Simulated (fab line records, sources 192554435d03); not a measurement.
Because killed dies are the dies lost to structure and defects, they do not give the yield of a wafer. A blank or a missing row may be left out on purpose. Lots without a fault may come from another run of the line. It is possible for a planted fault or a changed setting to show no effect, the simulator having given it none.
Chamber matching :: flow n5 finfet :: 3 sister chambers for N5_PASSIVATION_PECVD_00 on pecvd-04
The step deposits SiO2 from SiH4/N2O, target thk 200 nm, time 11.2 s. 3 wafers are shown with their chamber, then 7 later ones without.

WAFERS, EACH WITH ITS CHAMBER
wafer: L084.5
chamber: 1
throttle valve pct (%): 50.4

wafer: L086.1
chamber: 0
throttle valve pct (%): 52.0

wafer: L086.2
chamber: 2
throttle valve pct (%): 47.0

WAFERS MISSING THEIR CHAMBER
wafer: L086.5
throttle valve pct (%): 50.2

wafer: L090.3
throttle valve pct (%): 47.1

wafer: L090.4
throttle valve pct (%): 50.4

wafer: L090.6
throttle valve pct (%): 47.2

wafer: L094.1
throttle valve pct (%): 50.2

wafer: L094.4
throttle valve pct (%): 47.2

wafer: L094.6
throttle valve pct (%): 50.3

THE CHAMBER EACH PASSED THROUGH
wafer: L086.5
from the rows above: 1
in truth: 1

wafer: L090.3
from the rows above: 2
in truth: 2

wafer: L090.4
from the rows above: 1
in truth: 1

wafer: L090.6
from the rows above: 2
in truth: 2

wafer: L094.1
from the rows above: 1
in truth: 1

wafer: L094.4
from the rows above: 2
in truth: 2

wafer: L094.6
from the rows above: 1
in truth: 1
7 of 7 placed correctly. Not placeable from these rows: 0. Wrongly placed: 0.
How it was worked out, from the rows above alone: a wafer's distance from a chamber is the root of the sum, over the readings, of the square of ((its reading less the chamber's mean) divided by the reading's scatter). The wafer belongs to the nearest chamber; if the next one is less than 2 further off, it can't be placed. Each chamber's mean is taken over the wafers shown for it. The scatter (one wafer shown for each chamber): square how far every hidden wafer sits from the nearest shown wafer, average those squares and take the square root.
